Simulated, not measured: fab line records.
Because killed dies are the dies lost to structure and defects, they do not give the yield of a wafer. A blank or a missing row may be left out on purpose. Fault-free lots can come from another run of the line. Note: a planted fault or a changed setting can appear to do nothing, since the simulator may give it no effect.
Matching of chambers / flow n5 finfet / cmp-02 running N5_GATE_CUT_CMP_61: 4 sister chambers
The step polishes, stops on SiNx, t overpolish 3 s. 8 wafers are shown with their chamber, then 12 later ones without.

== WAFERS WITH THEIR CHAMBER ==
wafer=L086.6; chamber=3; motor current A (A)=11.5; platen rpm (rpm)=27.064
wafer=L086.2; chamber=3; motor current A (A)=11.4; platen rpm (rpm)=27.079
wafer=L088.2; chamber=1; motor current A (A)=12.1; platen rpm (rpm)=27.065
wafer=L088.5; chamber=2; motor current A (A)=11.4; platen rpm (rpm)=27.068
wafer=L088.6; chamber=1; motor current A (A)=12.3; platen rpm (rpm)=27.091
wafer=L092.1; chamber=0; motor current A (A)=12.9; platen rpm (rpm)=27.068
wafer=L092.2; chamber=2; motor current A (A)=11.3; platen rpm (rpm)=27.089
wafer=L092.6; chamber=0; motor current A (A)=13.0; platen rpm (rpm)=27.079

== WAFERS MISSING THEIR CHAMBER ==
wafer=L092.3; motor current A (A)=11.2; platen rpm (rpm)=27.081
wafer=L092.4; motor current A (A)=12.4; platen rpm (rpm)=27.063
wafer=L092.5; motor current A (A)=12.0; platen rpm (rpm)=27.089
wafer=L095.1; motor current A (A)=12.4; platen rpm (rpm)=27.097
wafer=L095.2; motor current A (A)=11.7; platen rpm (rpm)=27.076
wafer=L095.4; motor current A (A)=12.8; platen rpm (rpm)=27.067
wafer=L096.2; motor current A (A)=13.0; platen rpm (rpm)=27.091
wafer=L096.3; motor current A (A)=11.2; platen rpm (rpm)=27.121
wafer=L096.5; motor current A (A)=11.3; platen rpm (rpm)=27.107
wafer=L097.1; motor current A (A)=12.6; platen rpm (rpm)=27.076
wafer=L097.3; motor current A (A)=11.4; platen rpm (rpm)=27.081
wafer=L097.5; motor current A (A)=12.4; platen rpm (rpm)=27.077

== WHICH CHAMBER EACH WENT THROUGH ==
wafer=L092.3; from the rows above=can't be placed: 2 or 3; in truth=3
wafer=L092.4; from the rows above=1; in truth=1
wafer=L092.5; from the rows above=1; in truth=1
wafer=L095.1; from the rows above=1; in truth=1
wafer=L095.2; from the rows above=can't be placed: 3 or 2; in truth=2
wafer=L095.4; from the rows above=0; in truth=0
wafer=L096.2; from the rows above=0; in truth=0
wafer=L096.3; from the rows above=can't be placed: 2 or 3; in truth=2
wafer=L096.5; from the rows above=can't be placed: 2 or 3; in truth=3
wafer=L097.1; from the rows above=can't be placed: 0 or 1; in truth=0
wafer=L097.3; from the rows above=can't be placed: 2 or 3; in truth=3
wafer=L097.5; from the rows above=1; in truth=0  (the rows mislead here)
Correctly placed: 5 of 12. Not placeable from these rows: 6 (in 6, the candidates include the true chamber). Placed wrongly: 1.
How it was worked out, from the rows above alone: a wafer's distance from a chamber is the root of the sum, over the readings, of the square of ((its reading less the chamber's mean) divided by the reading's scatter). If the next closest chamber is less than 2 further off than the closest, the wafer can't be placed; otherwise it belongs to the closest. Each chamber's mean is taken over the wafers shown for it. The scatter is the square root of a quotient: the sum, over the shown wafers, of each reading's squared deviation from its chamber's mean, divided by wafers minus chambers.
